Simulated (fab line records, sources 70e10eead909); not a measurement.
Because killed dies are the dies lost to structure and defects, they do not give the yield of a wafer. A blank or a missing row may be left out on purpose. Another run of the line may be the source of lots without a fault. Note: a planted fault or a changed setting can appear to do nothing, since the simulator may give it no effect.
Chamber matching    flow nand harc    NHARC_A_CONTACT_ETCH_48 on rie diel-11 has 4 sister chambers
The step etches the open film in CF4, target depth 39 nm, time 65 s. 4 wafers are shown with their chamber, then 7 later ones without.

== WAFERS, EACH WITH ITS CHAMBER ==
wafer   chamber  showerhead plenum p Torr (Torr)
L429.6  0        1.81
L435.5  2        1.82
L437.3  1        1.90
L437.4  3        1.90

== WAFERS WITH NO CHAMBER GIVEN ==
wafer   showerhead plenum p Torr (Torr)
L437.6  1.90
L447.2  1.81
L447.4  1.90
L447.5  1.81
L448.4  1.81
L448.5  1.80
L448.6  1.90

== WHICH CHAMBER EACH ONE RAN IN ==
wafer    from the rows above       in truth
L437.6   can't be placed: 1 or 3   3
L447.2   0                         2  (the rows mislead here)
L447.4   can't be placed: 1 or 3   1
L447.5   0                         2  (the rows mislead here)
L448.4   0                         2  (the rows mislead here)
L448.5   0                         0
L448.6   can't be placed: 1 or 3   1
Placed correctly: 1 of 7. Can't be placed from these rows: 3 (the true chamber is among the candidates in 3). Wrongly placed: 3.
How it was worked out, from the rows above alone: a wafer's distance from a chamber is the root of the sum, over the readings, of the square of ((its reading less the chamber's mean) divided by the reading's scatter). The wafer belongs to the nearest chamber; if the next one is less than 2 further off, it can't be placed. For every chamber, the mean is computed from those of its wafers that are shown. The scatter: root of mean squared gap, hidden wafer to nearest shown wafer, with one shown wafer a chamber.
